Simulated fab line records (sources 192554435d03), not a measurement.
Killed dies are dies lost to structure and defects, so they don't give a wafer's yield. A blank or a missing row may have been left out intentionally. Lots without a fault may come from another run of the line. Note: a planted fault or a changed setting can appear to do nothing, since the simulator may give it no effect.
Split-lot experiment | flow n5 finfet | 21 wafers read from 7 lots, route of 1938 steps

ON THE SPLIT
At N5_ZERO_LAYER_ETCH_18 (etches Si in HBr/Cl2, target depth 120 nm, time 40 s), the setting icp w was moved away from the recipe's 800 W on 6 of the 21 wafers read, by -11.8% to +14.4%. For the rest of the wafers, this setting stayed at what the recipe calls for.

The split's own step is where the reading is taken.

THE READING
ZERO_LAYER.feature depth nm (the simulator's own value, which no gauge read), in nm, at N5_ZERO_LAYER_ETCH_18 (etches Si in HBr/Cl2, target depth 120 nm, time 40 s). There is no usual value for it anywhere in the file. Here, 15 wafers ran the recipe; their average is 121.5 nm with a standard deviation of 0.95 nm.

wafer  | tool, chamber at the split | icp w as run, W | against the recipe | ZERO_LAYER.feature depth nm, nm | against lot-mates on the recipe
L075.1 | rie si-06, 2               | 800             | recipe             | 122.1                           | -
L075.2 | rie si-06, 0               | 705.2           | -11.8%             | 114.2                           | -6.9
L075.3 | rie si-06, 1               | 800             | recipe             | 120.1                           | -
L076.2 | rie si-01, 2               | 800             | recipe             | 122.3                           | -
L076.3 | rie si-01, 3               | 800             | recipe             | 121.5                           | -
L076.6 | rie si-01, 0               | 800             | recipe             | 121.5                           | -
L077.1 | rie si-01, 3               | 800             | recipe             | 122.3                           | -
L077.5 | rie si-01, 1               | 871.3           | +8.9%              | 124.7                           | +2.4
L077.6 | rie si-01, 0               | 871.3           | +8.9%              | 127                             | +4.7
L080.1 | rie si-01, 2               | 800             | recipe             | 121.3                           | -
L080.3 | rie si-01, 3               | 800             | recipe             | 120.8                           | -
L080.6 | rie si-01, 0               | 800             | recipe             | 121.4                           | -
L081.4 | rie si-06, 0               | 800             | recipe             | 123.1                           | -
L081.5 | rie si-06, 3               | 800             | recipe             | 122.7                           | -
L081.6 | rie si-06, 0               | 914.9           | +14.4%             | 131.9                           | +9.0
L084.1 | rie si-01, 3               | 879.8           | +10.0%             | 126                             | +4.6
L084.5 | rie si-01, 2               | 879.8           | +10.0%             | 127.2                           | +5.8
L084.6 | rie si-01, 3               | 800             | recipe             | 121.4                           | -
L092.2 | rie si-01, 2               | 800             | recipe             | 121.4                           | -
L092.3 | rie si-01, 1               | 800             | recipe             | 119.2                           | -
L092.4 | rie si-01, 0               | 800             | recipe             | 121.8                           | -

THE FIT
A straight line over all 21 wafers: ZERO_LAYER.feature depth nm changes by +0.593 nm for each +1% of icp w; r = +0.95; the points scatter about the line by 1.1 nm.
The same after taking each lot's own level away (the mean of its wafers on the recipe; 21 wafers): +0.543 nm for each +1%; r = +0.96; scatter 0.88 nm.
According to that fit, moving icp w by its largest amount changes the reading by 7.8 nm.
Measured against the standard deviation above, the lots' own levels, which go from 120.80 to 122.90 nm, span 2.2 times it.
Hence the lot-to-lot level has little effect on the slope; both slopes agree.
Check: with one of the wafers moved furthest among these (+14.4%) left out of the fit, the line predicts +7.14 nm for it against its lot-mates. It came out at +9 nm against them.

FURTHER SPLITS ON THESE WAFERS
Note: prior to the reading, these wafers also went through further splits. Each is held against what the fit with the lots' levels taken away leaves over:
other split on the same wafers | wafers away from the commonest value | r with ZERO_LAYER.feature depth nm (lot level and that fit taken away)
N5_ZERO_LAYER_PECVD_02 time s  | 10                                   | +0.09
N5_ZERO_LAYER_COAT_05 spin rpm | 4                                    | +0.08

THE WHOLE CHAIN: every reading that the file lists as answering this split, in the file's order
step                  | what it does                                         | reading                                                                      | change (the file's fit)               | r (the file's)
N5_ZERO_LAYER_ETCH_18 | etches Si in HBr/Cl2, target depth 120 nm, time 40 s | etch.depth nm (the simulator's own value, which no gauge read)               | +0.561 nm for each +1% of the setting | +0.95
N5_ZERO_LAYER_ETCH_18 | etches Si in HBr/Cl2, target depth 120 nm, time 40 s | ZERO_LAYER.feature depth nm (the simulator's own value, which no gauge read) | +0.561 nm for each +1% of the setting | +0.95

THE FILE'S OWN FIT
ZERO_LAYER.feature depth nm changes by +0.561 nm for each +1% of icp w, r = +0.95.
